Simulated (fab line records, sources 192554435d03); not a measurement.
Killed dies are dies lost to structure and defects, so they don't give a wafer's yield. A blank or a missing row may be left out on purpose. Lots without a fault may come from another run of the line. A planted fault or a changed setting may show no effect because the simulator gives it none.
A struck lot beside a sound one | flow n5_finfet | 17 steps out of a route of 1938
Sound: wafers L803.1, L803.4, L803.6. Struck: wafers L811.1, L811.2, L811.5. The cause comes at the end.
At each step with rows: each side's tool, then ch and its chambers, then its first start. Under that, the readings that differ: sound wafers | struck wafers | difference of the means | sigmas: that difference in standard deviations of wafers without a fault.
alike: readings whose means differ by less than 2 such deviations, and words and numbers that are the same on both sides. not compared: withheld readings, readings that some wafer has no value for, bounds like >300 that may hide the same value, and numbers for which the record gives no deviation and whose values overlap.
The two part at a step that has a row with sigmas, a row that says differs or no value, or rows on one side only. Numbers that don't overlap but have no deviation are shown without sigmas and don't part them. A reading that every wafer of one side lacks parts them only if that side has two wafers or more.

first, 2 steps without rows for these wafers: N5_BEOL_M2_PEB_09 (peb time 60 s); N5_BEOL_M2_DEVELOP_10 (develop time 30 s).
N5_BEOL_M2_CD_MEAS_11: target cd 16.79 nm.
  sound on cd_sem-03 ch 0, day 8 07:37; struck on cd_sem-02 ch 0, day 10 19:21
  alike: cd_nm
N5_BEOL_M2_OVL_MEAS_12:
  sound on overlay-01 ch 0, day 8 07:39; struck on overlay-01 ch 0, day 10 19:23
  alike: M2_OVL
N5_BEOL_M2_INSPECT_13: inspects for defects (brightfield).
  sound on defect_inspect-02, day 8 07:43; struck on defect_inspect-02, day 10 19:27
  alike: raw_defect_count
N5_BEOL_M2_DESCUM_16: chemistry O2, time 7 s.
  sound on rie_diel-06 ch 0,2, day 8 07:44; struck on rie_diel-06 ch 0,3, day 10 19:41
  alike: drypump_motor_current_A, oes_product_au, rf_vpp_V, showerhead_plenum_p_Torr, throttle_valve_pct
  not compared: rf_hours_counter_h
N5_BEOL_M2_ETCH_74: etches underlayer in N2/H2, target depth 6.5 nm, time 5.2 s.
  sound on rie_diel-06 ch 0,2, day 8 07:47; struck on rie_diel-06 ch 0,3, day 10 19:44
  alike: drypump_motor_current_A, etch_rf_on_time_s, oes_product_au, rf_vpp_V, showerhead_plenum_p_Torr, throttle_valve_pct
  not compared: rf_hours_counter_h
then, 1 step without rows for these wafers: N5_BEOL_M2_ETCH_63 (etches SiARC in CF4, target depth 15.6 nm, time 26 s).
N5_BEOL_M2_ETCH_64: etches SOC in N2/H2, target depth 75 nm, overetch 22.5 nm, time 121.9 s.
  sound on rie_diel-06 ch 0,2, day 8 07:49; struck on rie_diel-06 ch 0,3, day 10 19:46
  alike: drypump_motor_current_A, oes_product_au, rf_vpp_V, showerhead_plenum_p_Torr, throttle_valve_pct
  not compared: rf_hours_counter_h
then, 2 steps without rows for these wafers: N5_BEOL_M2_STRIP_65 (strips in N2/H2); N5_BEOL_M2_STRIP_75 (strips in N2/H2).
N5_BEOL_M2_STRIP_66: strips in CF4.
  sound on rie_diel-06 ch 0,2, day 8 07:58; struck on rie_diel-06 ch 0,3, day 10 19:54
  alike: drypump_motor_current_A, oes_product_au, rf_vpp_V, showerhead_plenum_p_Torr, throttle_valve_pct
  not compared: rf_hours_counter_h
N5_BEOL_M2_HM_OPEN_17: chemistry Cl2/BCl3, target TiN, target depth 20 nm, overetch 6 nm.
  sound on rie_metal-01 ch 0, day 8 08:00; struck on rie_metal-02 ch 0,1, day 10 19:57
  no value came back on the struck wafers for any of 5 readings (bcl3_flow_sccm (sccm), bias_w (W) and others); on the sound wafers bcl3_flow_sccm (sccm) reads 21.70 21.85 21.80
  reading                                  | sound        | struck       | difference | sigmas
  model.SOC_of_BEOL_M2_COAT_61.thk_nm (nm) | 52.4 52 52.4 | 59.6 60 59.8 | +7.5       |
  not compared: rf_hours_counter_h
N5_BEOL_M2_STRIP_19: strips in O2.
  sound on rie_diel-03 ch 0,1,2, day 8 08:16; struck on rie_diel-03 ch 0,3, day 10 20:04
  alike: drypump_motor_current_A, oes_product_au, rf_vpp_V, showerhead_plenum_p_Torr, throttle_valve_pct
  not compared: rf_hours_counter_h
N5_BEOL_M2_CD_MEAS_18: pitch 36 nm, target cd 18 nm.
  sound on cd_sem-03, day 8 08:20; struck on cd_sem-03, day 10 20:08
  reading    | sound          | struck | difference                    | sigmas
  cd_nm (nm) | 18.6 18.2 17.9 | - - -  | no value on the struck wafers |
then, 1 step without rows for these wafers: N5_BEOL_M2_COAT_67 (time 60 s, resist thk 60 nm).
N5_BEOL_M4_RC_MEAS_101:
  the record has rows for the sound wafers here (prober-01 ch 0, day 9 17:05) and none for the struck ones

WHERE THEY PART
First at N5_BEOL_M2_HM_OPEN_17; last, within this record, at N5_BEOL_M4_RC_MEAS_101.

WHY: what the simulator had put in
Skipped step whole: rie_metal-02, from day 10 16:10 on, at N5_BEOL_M2_HM_OPEN_17. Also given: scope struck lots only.
